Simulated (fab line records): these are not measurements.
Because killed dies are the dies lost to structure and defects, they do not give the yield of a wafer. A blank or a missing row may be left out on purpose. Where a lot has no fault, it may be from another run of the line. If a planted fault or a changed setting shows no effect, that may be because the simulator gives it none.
3 desks, one fault | flow n5-finfet | only its own numbers are on each desk; what lay behind them is given at the end

METROLOGY DESK
What the gauges read, lot by lot, whatever tool the lot ran on: means of the sampled wafers that have a number. If a lot's mean is further than 4 standard deviations from the usual mean, the lot is out of limits and carries the mark OUT (the distance appears in the brackets). It has 12 readings; the 7 that lie furthest out on some lot are the ones shown.
Columns: A = FIN_CORE_OVL at N5_FIN_SAQP_OVL_MEAS_17, usual -0.1 nm; B = DIBL_P at N5_BEOL_M4_RC_MEAS_101, usual 36.3 mV/V; C = IOFF_P at N5_BEOL_M4_RC_MEAS_101, usual 0.23 nA/um; D = ION_N at N5_BEOL_M4_RC_MEAS_101, usual 674 uA/um; E = SS_N at N5_BEOL_M4_RC_MEAS_101, usual 71.7 mV/dec; F = SS_P at N5_BEOL_M4_RC_MEAS_101, usual 73.3 mV/dec; G = VT_P at N5_BEOL_M4_RC_MEAS_101, usual -249 mV
lot  | first seen here | A    | B    | C    | D   | E    | F    | G
L797 | day 1 21:15     | 0.6  | 36.2 | 0.22 | 674 | 72.0 | 73.1 | -249
L799 | day 2 16:14     | -0.6 | 35.0 | 0.24 | 671 | 71.4 | 72.8 | -246
L808 | day 4 15:34     | -0.2 | 36.5 | 0.20 | 671 | 71.2 | 73.1 | -250
L809 | day 4 22:56     | -0.2 | 34.0 | 0.21 | 656 | 72.7 | 73.2 | -248
L811 | day 5 10:34     | -0.3 | 34.1 | 0.19 | 663 | 70.9 | 72.7 | -252
L820 | day 7 16:14     | -1.2 | 35.3 | 0.21 | 666 | 71.7 | 72.5 | -251
This desk's finding: nothing out of limits on any of the 6 lots.

THE DEFECT DESK
Per lot, the means of the sampled wafers with a number show what the inspections along the route counted. If a lot's mean is further than 4 standard deviations from the usual mean, the lot is out of limits and carries the mark OUT (the distance appears in the brackets).
Columns: A = raw-defect-count at N5_FIN_SAQP_INSPECT_18, usual 456
lot  | first seen here | A
L797 | day 1 21:19     | 677
L799 | day 2 16:18     | 417
L808 | day 4 15:38     | 444
L809 | day 4 22:59     | 444
L811 | day 5 10:37     | 548
L820 | day 7 16:17     | 482
This desk's finding: nothing out of limits on any of the 6 lots.

AT THE TOOL OWNER'S DESK: rie-si-04
The tool's own readings at N5_FIN_SAQP_MANDREL_ETCH_22 (etches a-Si in HBr/Cl2, stops on SiNx, target depth 60 nm, bt time 10 s, time 30 s): means of the sampled wafers that have a number, for each lot that ran on this tool. If a lot's mean is further than 4 standard deviations from the usual mean, the lot is out of limits and carries the mark OUT (the distance appears in the brackets).
Columns: A = drypump-motor-current-A at N5_FIN_SAQP_MANDREL_ETCH_22, usual 5.6 A; B = oes-product-au at N5_FIN_SAQP_MANDREL_ETCH_22, usual 0.770 a.u.; C = throttle-valve-pct at N5_FIN_SAQP_MANDREL_ETCH_22, usual 35.5 %
lot  | first seen here | A   | B     | C
L797 | day 1 21:38     | 5.8 | 0.772 | 35.2
L808 | day 4 15:57     | 5.6 | 0.786 | 35.6
L809 | day 4 23:19     | 5.7 | 0.784 | 35.6
This desk's finding: nothing out of limits on any of the 3 lots.

PUT TOGETHER
Metrology desk: nothing out of limits seen.
Nothing the defect desk looked at was out of limits.
The desk of the tool owner found nothing out of limits.

WHAT HAD BEEN PUT IN BY THE SIMULATOR
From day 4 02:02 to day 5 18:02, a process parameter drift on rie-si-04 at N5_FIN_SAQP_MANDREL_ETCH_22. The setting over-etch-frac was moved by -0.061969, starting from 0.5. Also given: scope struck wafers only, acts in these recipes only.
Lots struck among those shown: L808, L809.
